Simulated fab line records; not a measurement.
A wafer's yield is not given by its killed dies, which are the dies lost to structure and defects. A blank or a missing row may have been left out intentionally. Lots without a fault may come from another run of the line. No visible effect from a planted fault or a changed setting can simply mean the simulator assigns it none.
Matching of chambers + flow n5-finfet + N5_DUMMY_GATE_ETCH_42 on rie-diel-04: 4 sister chambers
The step etches SiO2 in CHF3/O2, target depth 3.5 nm, time 31 s. 22 wafers are shown with their chamber, then 11 later ones without.

EACH WAFER AND ITS CHAMBER
| wafer  | chamber | drypump-motor-current-A (A) | showerhead-plenum-p-Torr (Torr) | throttle-valve-pct (%) |
|--------|---------|-----------------------------|---------------------------------|------------------------|
| L074.3 | 3       | 5.2                         | 2.54                            | 19.03                  |
| L074.4 | 2       | 5.6                         | 2.58                            | 18.79                  |
| L074.5 | 0       | 6.0                         | 2.49                            | 18.90                  |
| L075.3 | 1       | 5.7                         | 2.42                            | 19.15                  |
| L075.4 | 2       | 5.6                         | 2.58                            | 18.77                  |
| L075.6 | 1       | 5.7                         | 2.42                            | 19.17                  |
| L076.2 | 2       | 5.6                         | 2.58                            | 18.79                  |
| L076.4 | 1       | 5.8                         | 2.42                            | 19.17                  |
| L076.5 | 3       | 5.2                         | 2.54                            | 19.02                  |
| L077.4 | 3       | 5.2                         | 2.54                            | 19.03                  |
| L077.5 | 0       | 6.0                         | 2.49                            | 18.91                  |
| L077.6 | 3       | 5.2                         | 2.54                            | 19.03                  |
| L082.2 | 1       | 5.7                         | 2.41                            | 19.19                  |
| L082.3 | 0       | 6.0                         | 2.48                            | 18.96                  |
| L082.4 | 1       | 5.7                         | 2.41                            | 19.20                  |
| L086.3 | 3       | 5.2                         | 2.53                            | 19.04                  |
| L086.4 | 1       | 5.8                         | 2.41                            | 19.21                  |
| L086.5 | 2       | 5.6                         | 2.57                            | 18.81                  |
| L088.1 | 2       | 5.6                         | 2.57                            | 18.82                  |
| L088.2 | 3       | 5.2                         | 2.53                            | 19.07                  |
| L088.3 | 1       | 5.7                         | 2.41                            | 19.23                  |
| L090.2 | 3       | 5.2                         | 2.53                            | 19.07                  |

SIGNATURES, as means of the wafers listed above
| reading                  | chamber 0 | chamber 1 | chamber 2 | chamber 3 | scatter within a chamber |
|--------------------------|-----------|-----------|-----------|-----------|--------------------------|
| drypump-motor-current-A  | 6.000     | 5.729     | 5.600     | 5.200     | 0.0282                   |
| showerhead-plenum-p-Torr | 2.4867    | 2.4143    | 2.5760    | 2.5357    | 0.00542                  |
| throttle-valve-pct       | 18.9233   | 19.1886   | 18.7960   | 19.0414   | 0.0242                   |
Rule: a wafer's distance from a chamber is the root of the sum, over the readings, of the square of ((its reading less the chamber's mean) divided by the reading's scatter). The wafer belongs to the nearest chamber; if the next one is less than 2 further off, it can't be placed. The scatter: take each reading less its chamber's mean, square it, sum over the shown wafers, divide by the number of wafers less the number of chambers, and take the root.

WAFERS WHOSE CHAMBER IS MISSING
| wafer  | drypump-motor-current-A (A) | showerhead-plenum-p-Torr (Torr) | throttle-valve-pct (%) |
|--------|-----------------------------|---------------------------------|------------------------|
| L090.3 | 6.0                         | 2.48                            | 18.97                  |
| L090.6 | 5.6                         | 2.57                            | 18.83                  |
| L091.1 | 6.0                         | 2.48                            | 18.97                  |
| L091.3 | 5.8                         | 2.40                            | 19.23                  |
| L091.6 | 5.6                         | 2.57                            | 18.84                  |
| L096.1 | 5.6                         | 2.57                            | 18.84                  |
| L096.3 | 6.0                         | 2.48                            | 18.98                  |
| L096.6 | 6.1                         | 2.48                            | 18.98                  |
| L097.2 | 6.0                         | 2.47                            | 18.98                  |
| L097.3 | 5.6                         | 2.56                            | 18.85                  |
| L097.5 | 5.7                         | 2.40                            | 19.24                  |

EACH ONE'S CHAMBER
| wafer  | from the rows above | in truth |
|--------|---------------------|----------|
| L090.3 | 0                   | 0        |
| L090.6 | 2                   | 2        |
| L091.1 | 0                   | 0        |
| L091.3 | 1                   | 1        |
| L091.6 | 2                   | 2        |
| L096.1 | 2                   | 2        |
| L096.3 | 0                   | 0        |
| L096.6 | 0                   | 0        |
| L097.2 | 0                   | 0        |
| L097.3 | 2                   | 2        |
| L097.5 | 1                   | 1        |
Correct placement for 11 of the 11. Number that these rows cannot place: 0. Placed wrongly: 0.
